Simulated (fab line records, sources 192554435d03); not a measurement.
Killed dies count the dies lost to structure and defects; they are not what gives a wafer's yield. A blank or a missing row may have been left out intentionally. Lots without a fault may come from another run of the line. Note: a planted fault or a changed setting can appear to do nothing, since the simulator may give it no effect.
Split-lot experiment || flow n5_finfet || 7 lots, 39 wafers read, on a route of 1938 steps

== ON THE SPLIT ==
At N5_PASSIVATION_PASS_ETCH_74 (etches SiNx in CF4/O2, target depth 220 nm, time 110 s), the setting target_depth_a was moved away from the recipe's 2200 angstrom on 15 of the 39 wafers read, by +19.3% to +51.3%. For the rest of the wafers, this setting stayed at what the recipe calls for.

The file shows no step between the split and the reading.

== THE READING ==
TV_OPEN.cd_offset_nm (the simulator's own value, which no gauge read), in nm, at N5_PASSIVATION_VIA_ETCH_13 (etches SiO2 in CHF3/O2, target depth 660 nm, time 330 s). The file does not state a usual value for it. The 24 wafers here that ran the recipe average 1.8 nm, standard deviation 0.52 nm.

{"wafer": "L074.1", "tool, chamber at the split": "rie_diel-06, 0", "target_depth_a as run, angstrom": 3328, "against the recipe": "+51.3%", "TV_OPEN.cd_offset_nm, nm": -3.8, "against lot-mates on the recipe": -5.5}
{"wafer": "L074.2", "tool, chamber at the split": "rie_diel-06, 2", "target_depth_a as run, angstrom": 3328, "against the recipe": "+51.3%", "TV_OPEN.cd_offset_nm, nm": -3.6, "against lot-mates on the recipe": -5.3}
{"wafer": "L074.3", "tool, chamber at the split": "rie_diel-06, 3", "target_depth_a as run, angstrom": 2200, "against the recipe": "recipe", "TV_OPEN.cd_offset_nm, nm": 1.6, "against lot-mates on the recipe": "-"}
{"wafer": "L074.4", "tool, chamber at the split": "rie_diel-06, 1", "target_depth_a as run, angstrom": 2200, "against the recipe": "recipe", "TV_OPEN.cd_offset_nm, nm": 2.6, "against lot-mates on the recipe": "-"}
{"wafer": "L074.5", "tool, chamber at the split": "rie_diel-06, 0", "target_depth_a as run, angstrom": 2200, "against the recipe": "recipe", "TV_OPEN.cd_offset_nm, nm": 1, "against lot-mates on the recipe": "-"}
{"wafer": "L074.6", "tool, chamber at the split": "rie_diel-06, 3", "target_depth_a as run, angstrom": 3328, "against the recipe": "+51.3%", "TV_OPEN.cd_offset_nm, nm": -3.4, "against lot-mates on the recipe": -5.1}
{"wafer": "L075.1", "tool, chamber at the split": "rie_diel-01, 0", "target_depth_a as run, angstrom": 2854, "against the recipe": "+29.7%", "TV_OPEN.cd_offset_nm, nm": -1.6, "against lot-mates on the recipe": -3.6}
{"wafer": "L075.2", "tool, chamber at the split": "rie_diel-01, 1", "target_depth_a as run, angstrom": 2854, "against the recipe": "+29.7%", "TV_OPEN.cd_offset_nm, nm": -2, "against lot-mates on the recipe": -4.0}
{"wafer": "L075.3", "tool, chamber at the split": "rie_diel-01, 2", "target_depth_a as run, angstrom": 2200, "against the recipe": "recipe", "TV_OPEN.cd_offset_nm, nm": 1.4, "against lot-mates on the recipe": "-"}
{"wafer": "L075.4", "tool, chamber at the split": "rie_diel-01, 3", "target_depth_a as run, angstrom": 2200, "against the recipe": "recipe", "TV_OPEN.cd_offset_nm, nm": 2.4, "against lot-mates on the recipe": "-"}
{"wafer": "L075.5", "tool, chamber at the split": "rie_diel-01, 3", "target_depth_a as run, angstrom": 2200, "against the recipe": "recipe", "TV_OPEN.cd_offset_nm, nm": 2.2, "against lot-mates on the recipe": "-"}
{"wafer": "L075.6", "tool, chamber at the split": "rie_diel-01, 2", "target_depth_a as run, angstrom": 2854, "against the recipe": "+29.7%", "TV_OPEN.cd_offset_nm, nm": -1.8, "against lot-mates on the recipe": -3.8}
{"wafer": "L082.1", "tool, chamber at the split": "rie_diel-01, 0", "target_depth_a as run, angstrom": 2200, "against the recipe": "recipe", "TV_OPEN.cd_offset_nm, nm": 1.8, "against lot-mates on the recipe": "-"}
{"wafer": "L082.5", "tool, chamber at the split": "rie_diel-01, 0", "target_depth_a as run, angstrom": 2200, "against the recipe": "recipe", "TV_OPEN.cd_offset_nm, nm": 1.8, "against lot-mates on the recipe": "-"}
{"wafer": "L082.2", "tool, chamber at the split": "rie_diel-01, 2", "target_depth_a as run, angstrom": 2859, "against the recipe": "+30.0%", "TV_OPEN.cd_offset_nm, nm": -1.2, "against lot-mates on the recipe": -3.2}
{"wafer": "L082.3", "tool, chamber at the split": "rie_diel-01, 3", "target_depth_a as run, angstrom": 2200, "against the recipe": "recipe", "TV_OPEN.cd_offset_nm, nm": 2.4, "against lot-mates on the recipe": "-"}
{"wafer": "L082.4", "tool, chamber at the split": "rie_diel-01, 1", "target_depth_a as run, angstrom": 2859, "against the recipe": "+30.0%", "TV_OPEN.cd_offset_nm, nm": -1, "against lot-mates on the recipe": -3.0}
{"wafer": "L082.6", "tool, chamber at the split": "rie_diel-01, 1", "target_depth_a as run, angstrom": 2859, "against the recipe": "+30.0%", "TV_OPEN.cd_offset_nm, nm": -1, "against lot-mates on the recipe": -3.0}
{"wafer": "L081.3", "tool, chamber at the split": "rie_diel-06, 0", "target_depth_a as run, angstrom": 2200, "against the recipe": "recipe", "TV_OPEN.cd_offset_nm, nm": 1.2, "against lot-mates on the recipe": "-"}
{"wafer": "L081.5", "tool, chamber at the split": "rie_diel-06, 3", "target_depth_a as run, angstrom": 2200, "against the recipe": "recipe", "TV_OPEN.cd_offset_nm, nm": 1.2, "against lot-mates on the recipe": "-"}
{"wafer": "L081.4", "tool, chamber at the split": "rie_diel-06, 1", "target_depth_a as run, angstrom": 2200, "against the recipe": "recipe", "TV_OPEN.cd_offset_nm, nm": 2, "against lot-mates on the recipe": "-"}
{"wafer": "L080.1", "tool, chamber at the split": "rie_diel-03, 3", "target_depth_a as run, angstrom": 2200, "against the recipe": "recipe", "TV_OPEN.cd_offset_nm, nm": 2, "against lot-mates on the recipe": "-"}
{"wafer": "L080.6", "tool, chamber at the split": "rie_diel-03, 3", "target_depth_a as run, angstrom": 2200, "against the recipe": "recipe", "TV_OPEN.cd_offset_nm, nm": 2, "against lot-mates on the recipe": "-"}
{"wafer": "L080.2", "tool, chamber at the split": "rie_diel-03, 2", "target_depth_a as run, angstrom": 2200, "against the recipe": "recipe", "TV_OPEN.cd_offset_nm, nm": 1.4, "against lot-mates on the recipe": "-"}
{"wafer": "L080.5", "tool, chamber at the split": "rie_diel-03, 2", "target_depth_a as run, angstrom": 2200, "against the recipe": "recipe", "TV_OPEN.cd_offset_nm, nm": 1.4, "against lot-mates on the recipe": "-"}
{"wafer": "L080.3", "tool, chamber at the split": "rie_diel-03, 1", "target_depth_a as run, angstrom": 2200, "against the recipe": "recipe", "TV_OPEN.cd_offset_nm, nm": 1.8, "against lot-mates on the recipe": "-"}
{"wafer": "L080.4", "tool, chamber at the split": "rie_diel-03, 0", "target_depth_a as run, angstrom": 2200, "against the recipe": "recipe", "TV_OPEN.cd_offset_nm, nm": 1.2, "against lot-mates on the recipe": "-"}
{"wafer": "L093.1", "tool, chamber at the split": "rie_diel-06, 2", "target_depth_a as run, angstrom": 2200, "against the recipe": "recipe", "TV_OPEN.cd_offset_nm, nm": 1.6, "against lot-mates on the recipe": "-"}
{"wafer": "L093.2", "tool, chamber at the split": "rie_diel-06, 3", "target_depth_a as run, angstrom": 2200, "against the recipe": "recipe", "TV_OPEN.cd_offset_nm, nm": 1.8, "against lot-mates on the recipe": "-"}
{"wafer": "L093.3", "tool, chamber at the split": "rie_diel-06, 0", "target_depth_a as run, angstrom": 2624, "against the recipe": "+19.3%", "TV_OPEN.cd_offset_nm, nm": -0.2, "against lot-mates on the recipe": -2.3}
{"wafer": "L093.6", "tool, chamber at the split": "rie_diel-06, 2", "target_depth_a as run, angstrom": 2624, "against the recipe": "+19.3%", "TV_OPEN.cd_offset_nm, nm": -0.2, "against lot-mates on the recipe": -2.3}
{"wafer": "L093.4", "tool, chamber at the split": "rie_diel-06, 1", "target_depth_a as run, angstrom": 2200, "against the recipe": "recipe", "TV_OPEN.cd_offset_nm, nm": 3, "against lot-mates on the recipe": "-"}
{"wafer": "L093.5", "tool, chamber at the split": "rie_diel-06, 1", "target_depth_a as run, angstrom": 2624, "against the recipe": "+19.3%", "TV_OPEN.cd_offset_nm, nm": 1.2, "against lot-mates on the recipe": -0.9}
{"wafer": "L095.1", "tool, chamber at the split": "rie_diel-06, 1", "target_depth_a as run, angstrom": 2780, "against the recipe": "+26.4%", "TV_OPEN.cd_offset_nm, nm": -0.4, "against lot-mates on the recipe": -2.3}
{"wafer": "L095.2", "tool, chamber at the split": "rie_diel-06, 0", "target_depth_a as run, angstrom": 2780, "against the recipe": "+26.4%", "TV_OPEN.cd_offset_nm, nm": -0.6, "against lot-mates on the recipe": -2.5}
{"wafer": "L095.3", "tool, chamber at the split": "rie_diel-06, 3", "target_depth_a as run, angstrom": 2780, "against the recipe": "+26.4%", "TV_OPEN.cd_offset_nm, nm": -0.6, "against lot-mates on the recipe": -2.5}
{"wafer": "L095.4", "tool, chamber at the split": "rie_diel-06, 2", "target_depth_a as run, angstrom": 2200, "against the recipe": "recipe", "TV_OPEN.cd_offset_nm, nm": 1.6, "against lot-mates on the recipe": "-"}
{"wafer": "L095.5", "tool, chamber at the split": "rie_diel-06, 2", "target_depth_a as run, angstrom": 2200, "against the recipe": "recipe", "TV_OPEN.cd_offset_nm, nm": 1.4, "against lot-mates on the recipe": "-"}
{"wafer": "L095.6", "tool, chamber at the split": "rie_diel-06, 1", "target_depth_a as run, angstrom": 2200, "against the recipe": "recipe", "TV_OPEN.cd_offset_nm, nm": 2.8, "against lot-mates on the recipe": "-"}

THE FIT
A straight line over all 39 wafers: TV_OPEN.cd_offset_nm changes by -0.104 nm for each +1% of target_depth_a; r = -0.96; the points scatter about the line by 0.52 nm.
The same after taking each lot's own level away (the mean of its wafers on the recipe; 39 wafers): -0.106 nm for each +1%; r = -0.97; scatter 0.48 nm.
On that fit, the largest move of target_depth_a shifts the reading by 5.4 nm.
The span of the lots' own levels, 1.47 to 2.13 nm, comes to 1.3 times the standard deviation stated above.
The two slopes agree, so the slope changes little with the lot-to-lot level.
Check: for one of the wafers moved furthest among these (+51.3%), held out of the fit, the line's prediction against its lot-mates is -5.4 nm. It came out at -5.53 nm against them.

== THE WHOLE CHAIN: every reading that the file lists as answering this split, in the file's order ==
{"step": "N5_PASSIVATION_PASS_ETCH_74", "what it does": "etches SiNx in CF4/O2, target depth 220 nm, time 110 s", "reading": "etch.depth_nm (the simulator's own value, which no gauge read)", "change (the file's fit)": "+2.2 nm for each +1% of the setting", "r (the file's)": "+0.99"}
{"step": "N5_PASSIVATION_PASS_ETCH_74", "what it does": "etches SiNx in CF4/O2, target depth 220 nm, time 110 s", "reading": "TV_OPEN.cd_offset_nm (the simulator's own value, which no gauge read)", "change (the file's fit)": "-0.104 nm for each +1% of the setting", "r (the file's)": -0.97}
{"step": "N5_PASSIVATION_VIA_ETCH_13", "what it does": "etches SiO2 in CHF3/O2, target depth 660 nm, time 330 s", "reading": "TV_OPEN.cd_offset_nm (the simulator's own value, which no gauge read)", "change (the file's fit)": "-0.106 nm for each +1% of the setting", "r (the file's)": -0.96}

== THE FILE'S OWN FIT ==
TV_OPEN.cd_offset_nm changes by -0.106 nm for each +1% of target_depth_a, r = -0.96.
